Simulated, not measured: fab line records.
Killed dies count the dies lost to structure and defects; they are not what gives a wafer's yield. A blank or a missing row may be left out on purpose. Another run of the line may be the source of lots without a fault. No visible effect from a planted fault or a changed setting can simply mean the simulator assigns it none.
A single fault, viewed from 2 desks    flow n5_finfet    what lay behind the numbers comes last; until then each desk has only its own

== THE METROLOGY DESK ==
What the gauges read, lot by lot, whatever tool the lot ran on: means of the sampled wafers that have a number. Any lot whose mean is over 4 standard deviations away from the usual mean is out of limits and marked OUT; that distance is given in the brackets.
Columns: A = thk_nm at N5_FIN_SAQP_THK_MEAS_05, usual 37.8 nm
lot   first seen here  A
L219  day 1 21:49      37.9
L220  day 2 03:07      37.8
L227  day 3 22:03      37.4
L228  day 4 03:55      38.2
L229  day 4 09:22      37.8
L230  day 4 15:16      38.0
L231  day 4 22:10      37.6
L232  day 5 04:48      37.3
L239  day 6 22:58      38.1
L240  day 7 03:10      38.4
L241  day 7 08:58      38.1
This desk's verdict: no lot among the 11 shows anything out of limits.

== TOOL OWNER'S DESK, arfi_scanner-02 ==
The tool's own readings at N5_FIN_SAQP_EXPOSE_13 (exposes mask FIN CORE, target cd 35.6 nm): means of the sampled wafers that have a number, for each lot that ran on this tool. Any lot whose mean is over 4 standard deviations away from the usual mean is out of limits and marked OUT; that distance is given in the brackets.
Columns: A = exposure_dose_mJ_cm2 at N5_FIN_SAQP_EXPOSE_13, usual 63.21; B = focus_offset_nm at N5_FIN_SAQP_EXPOSE_13, usual 0.0 nm
lot   first seen here  A                B
L227  day 3 22:29      62.13 (-17) OUT  0.1
L228  day 4 04:25      62.27 (-15) OUT  -0.1
This desk's verdict: out of limits on L227, L228, starting with L227 at day 3 22:29 (exposure_dose_mJ_cm2 at N5_FIN_SAQP_EXPOSE_13). In limits: none.

== TAKEN TOGETHER ==
The tool owner's desk could have raised an alarm at day 3 22:29, on L227, L228.
Metrology desk: nothing out of limits seen.
The metrology desk has L227, L228 on record, within its limits.
Every lot named ran N5_FIN_SAQP_EXPOSE_13 on arfi_scanner-02.

== WHAT THE SIMULATOR HAD PUT IN ==
Process parameters drifting: arfi_scanner-02 at N5_FIN_SAQP_EXPOSE_13, beginning at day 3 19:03. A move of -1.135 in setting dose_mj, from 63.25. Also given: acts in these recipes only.
Shown lots that were struck: L227, L228.
Time in hours from fault onset to the first out-of-limits reading at each desk: the tool owner's desk, 3.
